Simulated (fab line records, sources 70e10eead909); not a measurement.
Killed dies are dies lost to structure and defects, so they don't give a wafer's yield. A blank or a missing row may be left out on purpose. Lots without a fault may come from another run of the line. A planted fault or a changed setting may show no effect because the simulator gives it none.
Chamber matching | flow nand_harc | NHARC_A_STAIRCASE_CMP_472 on cmp-04: 4 sister chambers
The step polishes SiO2. 7 wafers are shown with their chamber, then 7 later ones without.

WAFERS WITH THEIR CHAMBER
wafer  | chamber | motor_current_A (A)
L082.1 | 3       | 12.5
L082.2 | 1       | 11.7
L085.2 | 3       | 12.4
L087.3 | 0       | 13.8
L087.6 | 2       | 11.9
L090.2 | 2       | 11.7
L090.3 | 0       | 13.9

WAFERS WITHOUT THEIR CHAMBER
wafer  | motor_current_A (A)
L090.5 | 11.4
L091.3 | 11.5
L091.4 | 12.9
L091.6 | 12.2
L093.4 | 12.5
L093.5 | 13.0
L093.6 | 12.5

WHICH CHAMBER EACH WENT THROUGH
wafer  | from the rows above     | in truth
L090.5 | can't be placed: 1 or 2 | 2
L091.3 | can't be placed: 1 or 2 | 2
L091.4 | 3                       | 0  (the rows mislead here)
L091.6 | can't be placed: 3 or 2 | 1
L093.4 | 3                       | 3
L093.5 | 3                       | 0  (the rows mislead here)
L093.6 | 3                       | 3
Placed correctly: 2 of 7. Can't be placed from these rows: 3 (the true chamber is among the candidates in 2). Placed wrongly: 2.
How it was worked out, from the rows above alone: a wafer's distance from a chamber is the root of the sum, over the readings, of the square of ((its reading less the chamber's mean) divided by the reading's scatter). The wafer belongs to the nearest chamber; if the next one is less than 2 further off, it can't be placed. A chamber's mean is the mean of its shown wafers. The scatter: the root of (the sum of the squares of (reading less its chamber's mean) over the shown wafers, divided by (wafers less chambers)).
